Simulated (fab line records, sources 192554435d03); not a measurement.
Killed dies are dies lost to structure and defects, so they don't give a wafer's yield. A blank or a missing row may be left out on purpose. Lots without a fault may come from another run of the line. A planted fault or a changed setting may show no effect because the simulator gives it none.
Chamber matching | flow n5_finfet | N5_BEOL_M5_CURE_80 on uv_cure-03: 3 sister chambers
The step cures SiCOH lowk, time 120 s. 3 wafers are shown with their chamber, then 10 later ones without.

WAFERS WITH THEIR CHAMBER
wafer  | chamber | wafer_temp_C_max
L074.5 | 2       | 371.6
L087.6 | 1       | 374.0
L090.4 | 0       | 372.0

WAFERS WITHOUT THEIR CHAMBER
wafer  | wafer_temp_C_max
L090.5 | 371.6
L092.1 | 371.2
L092.2 | 371.1
L092.6 | 371.4
L095.2 | 371.6
L095.5 | 371.7
L095.6 | 371.4
L097.2 | 370.6
L097.3 | 371.1
L097.6 | 371.0

WHICH CHAMBER EACH WENT THROUGH
wafer  | from the rows above     | in truth
L090.5 | can't be placed: 2 or 0 | 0
L092.1 | can't be placed: 2 or 0 | 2
L092.2 | can't be placed: 2 or 0 | 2
L092.6 | can't be placed: 2 or 0 | 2
L095.2 | can't be placed: 2 or 0 | 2
L095.5 | can't be placed: 2 or 0 | 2
L095.6 | can't be placed: 2 or 0 | 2
L097.2 | can't be placed: 2 or 0 | 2
L097.3 | can't be placed: 2 or 0 | 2
L097.6 | can't be placed: 2 or 0 | 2
Placed correctly: 0 of 10. Can't be placed from these rows: 10 (the true chamber is among the candidates in 10). Placed wrongly: 0.
How it was worked out, from the rows above alone: a wafer's distance from a chamber is the root of the sum, over the readings, of the square of ((its reading less the chamber's mean) divided by the reading's scatter). The wafer belongs to the nearest chamber; if the next one is less than 2 further off, it can't be placed. A chamber's mean is the mean of its shown wafers. The scatter: with one shown wafer a chamber, the root of the mean of the squares of how far each hidden wafer lies from its nearest shown one.
